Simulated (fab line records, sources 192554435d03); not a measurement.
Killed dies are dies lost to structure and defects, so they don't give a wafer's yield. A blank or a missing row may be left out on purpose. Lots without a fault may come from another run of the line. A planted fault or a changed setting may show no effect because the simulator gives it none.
Problem report in the 8D (eight disciplines) form, filled by code | flow n5_finfet | the parts of the form that need people (team, actions taken, sign-off) are left out

1. THE PROBLEM
raw_defect_count at N5_BEOL_M11_INSPECT_30 reads a mean of 999 on 4 wafers of 3 lots; wafers without a fault read 411 with a standard deviation of 110. That is +5.3 standard deviations from the usual mean.
The step: inspects for defects (brightfield).
First seen on wafer L652.5, day 11 06:35, on defect_inspect-01. The record holds 30 wafers of 10 lots with a number at this step. Rule for "out", or "out of limits": more than 4 standard deviations from the usual mean. The other wafers with a number count as sound.

2. WHAT IT IS AND WHAT IT IS NOT
question                    | is                                   | is not
which readings at this step | raw_defect_count                     | -
which lots                  | L651, L652, L653                     | L648, L649, L650, L663, L664, L666, L668
which wafers of those lots  | L651.1, L651.5, L652.5, L653.6       | L651.6, L652.3, L652.6, L653.3, L653.4
read on which gauges        | defect_inspect-01, defect_inspect-02 | -
when                        | from day 11 06:35                    | up to then (11 sound wafers); but 15 sound wafers of L651, L653, L663, L664, L666, L668 came after

3. SUSPECTS, AND WHAT RULES EACH OUT
Counting: a tool at a process step up to the reading stays a suspect if it ran every lot that is out. Sound lots after the first of them don't rule it out here, since some wafers of a struck lot are sound.
- the gauge at N5_BEOL_M11_INSPECT_30: ruled out. The wafers that are out were read on 2 gauges (defect_inspect-01, defect_inspect-02).
- rie_diel-01 at N5_BEOL_M11_DESCUM_16 (chemistry O2, time 7.9 s): kept. It ran every lot that is out, first L652 (day 11 05:13); its last sound lot up to then is L649 (day 10 19:56).
- rie_diel-01 at N5_BEOL_M11_STRIP_67 (strips in CF4): kept. It ran every lot that is out, first L652 (day 11 05:27); its last sound lot up to then is L649 (day 10 20:10).
- Within rie_diel-01 at N5_BEOL_M11_DESCUM_16: the wafers that are out ran in chamber 1; their sound lot-mates ran in chambers 0, 2, 3.
- Within rie_diel-01 at N5_BEOL_M11_STRIP_67: the wafers that are out ran in chamber 1; their sound lot-mates ran in chambers 0, 2, 3.
Left after counting: rie_diel-01 at N5_BEOL_M11_DESCUM_16, rie_diel-01 at N5_BEOL_M11_STRIP_67.

4. THE CAUSE (what the simulator had put in)
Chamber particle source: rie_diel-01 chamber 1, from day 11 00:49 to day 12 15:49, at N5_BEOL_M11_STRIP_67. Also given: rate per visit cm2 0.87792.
Counting left 2 suspects, and this tool is among them.

5. THE CHAIN OF EFFECTS, in route order
Each row: a reading whose mean over the struck wafers that have a number lies more than 3 standard deviations from the usual. Only readings for which the record gives a usual standard deviation are gone through. hours: the time from each lot's start at the first step in this table that gives one to its start at this step, as a median over the lots. sigmas: the change in usual standard deviations.
hours | step                    | reading              | usual  | on struck wafers | change | sigmas
0     | N5_BEOL_M11_INSPECT_30  | raw_defect_count     | 411    | 999              | +588   | +5.3
40    | N5_PASSIVATION_PROBE_49 | defect_limited_yield | 91.2 % | 84.2             | -7.0   | -4.4
40    | N5_PASSIVATION_PROBE_49 | killed_at_M4_up      | 14     | 112              | +98    | +17
40    | N5_PASSIVATION_PROBE_49 | killed_dies          | 104    | 186              | +82    | +4.3
40    | N5_PASSIVATION_PROBE_49 | killed_on_rim        | 14     | 28               | +14    | +3.4
40    | N5_PASSIVATION_PROBE_49 | sort_bin_5_function  | 5.1 %  | 9.7              | +4.6   | +4.6
40    | N5_PASSIVATION_PROBE_49 | sort_n_pass          | 1076   | 994              | -82    | -4.3
40    | N5_PASSIVATION_PROBE_49 | sort_yield_pct       | 91.2 % | 84.2             | -7.0   | -4.4
The process steps in it:
- N5_PASSIVATION_PROBE_49
Later measuring or inspecting steps at which every struck wafer that the step has a row for has a number for every such reading, and none has moved that far: N5_BEOL_M11_OCD_MEAS_38.

6. WHAT WOULD HAVE CAUGHT IT SOONER
In this record the first reading out of limits at a measuring or inspecting step was taken at day 11 06:35, 6 hours after the fault began at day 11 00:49.
Of the tool readings at N5_BEOL_M11_STRIP_67 for which the record gives a usual standard deviation, none was out on any struck wafer, so an alarm limit of 4 standard deviations on them would not have fired.
Of the lots that are out (3), L651, L653 began N5_BEOL_M11_STRIP_67 on rie_diel-01 after day 11 06:35. A hold on the tool at that time would have spared those 2.
